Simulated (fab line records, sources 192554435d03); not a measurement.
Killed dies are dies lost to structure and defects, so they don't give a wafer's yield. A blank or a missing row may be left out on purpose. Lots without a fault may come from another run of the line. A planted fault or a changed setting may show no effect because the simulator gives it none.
Split-lot experiment | flow n5_finfet | 7 lots, 21 wafers read, on a route of 1938 steps

THE SPLIT
At N5_BEOL_M3_TRENCH_ETCH_37 (etches SiOC in C4F6/O2, target depth 55.555 nm, time 29.2 s), the setting bias_w was moved away from the recipe's 185 W on 5 of the 21 wafers read, by -17.8% to +6.3%. The other wafers ran this setting at the recipe's value.

The reading is taken at the split's own step.

THE READING
rf_vpp_V, in V, at N5_BEOL_M3_TRENCH_ETCH_37 (etches SiOC in C4F6/O2, target depth 55.555 nm, time 29.2 s). Fault-free wafers of this fab line usually give 657 V, standard deviation 12 V.

wafer  | tool, chamber at the split | bias_w as run, W | against the recipe | rf_vpp_V, V | against lot-mates on the recipe
L076.3 | rie_diel-03, 3             | 196.6            | +6.3%              | 683         | +14
L076.4 | rie_diel-03, 2             | 196.6            | +6.3%              | 700         | +31
L076.6 | rie_diel-03, 1             | 185              | recipe             | 669         | -
L090.1 | rie_diel-05, 0             | 185              | recipe             | 663         | -
L090.2 | rie_diel-05, 1             | 185              | recipe             | 670         | -
L090.3 | rie_diel-05, 3             | 185              | recipe             | 645         | -
L091.1 | rie_diel-05, 3             | 185              | recipe             | 643         | -
L091.3 | rie_diel-05, 1             | 185              | recipe             | 671         | -
L091.6 | rie_diel-05, 0             | 185              | recipe             | 665         | -
L092.1 | rie_diel-05, 1             | 185              | recipe             | 672         | -
L092.5 | rie_diel-05, 3             | 185              | recipe             | 646         | -
L092.6 | rie_diel-05, 0             | 185              | recipe             | 665         | -
L094.2 | rie_diel-05, 0             | 185              | recipe             | 665         | -
L094.3 | rie_diel-05, 1             | 185              | recipe             | 671         | -
L094.6 | rie_diel-05, 0             | 185              | recipe             | 664         | -
L095.4 | rie_diel-05, 2             | 152.1            | -17.8%             | 568         | -97
L095.5 | rie_diel-05, 3             | 152.1            | -17.8%             | 551         | -114
L095.6 | rie_diel-05, 2             | 185              | recipe             | 665         | -
L096.1 | rie_diel-04, 3             | 185              | recipe             | 643         | -
L096.3 | rie_diel-04, 2             | 185              | recipe             | 641         | -
L096.4 | rie_diel-04, 0             | 167.9            | -9.2%              | 626         | -16

THE FIT
A straight line over all 21 wafers: rf_vpp_V changes by +5.38 V for each +1% of bias_w; r = +0.94; the points scatter about the line by 12 V.
The same after taking each lot's own level away (the mean of its wafers on the recipe; 21 wafers): +5.22 V for each +1%; r = +0.93; scatter 13 V.
On that fit, the largest move of bias_w shifts the reading by 93 V.
The lots' own levels span 642.0 to 669.0 V, that is 2.2 times the standard deviation above.
So the lot-to-lot level changes the slope little: the two slopes agree.
Check: with one of the wafers moved furthest among these (-17.8%) left out of the fit, the line predicts -91.2 V for it against its lot-mates. It came out at -97 V against them.
Tool readings at the split's step, against how far the setting was moved: rf_vpp_V r = +0.94.

OTHER SPLITS ON THESE WAFERS
These wafers also went through other splits before the reading. Each is held against what the fit with the lots' levels taken away leaves over:
other split on the same wafers        | wafers away from the commonest value | r with rf_vpp_V (lot level and that fit taken away)
N5_MOL_CONTACT_COAG_ETCH_47 source_w  | 8                                    | -0.06
N5_BEOL_M0_SAQP_SPACER1_ALD_98 temp_c | 8                                    | -0.23
N5_BEOL_M0_SAQP_ETCH_107 bias_w       | 7                                    | -0.09
N5_BEOL_M0_ETCH_128 source_w          | 6                                    | +0.13
N5_BEOL_M0_ETCH_109 bias_w            | 8                                    | +0.18
N5_BEOL_M1_COAT_67 spin_rpm           | 6                                    | -0.02
N5_BEOL_M1_COAT_22 spin_rpm           | 7                                    | -0.16
N5_BEOL_M2_COAT_22 spin_rpm           | 7                                    | +0.11
N5_BEOL_M2_TRENCH_ETCH_37 source_w    | 8                                    | +0.02
N5_BEOL_M3_ETCH_70 bias_w             | 8                                    | +0.45

THE FILE'S OWN FIT
rf_vpp_V changes by +4.9 V for each +1% of bias_w, r = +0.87.
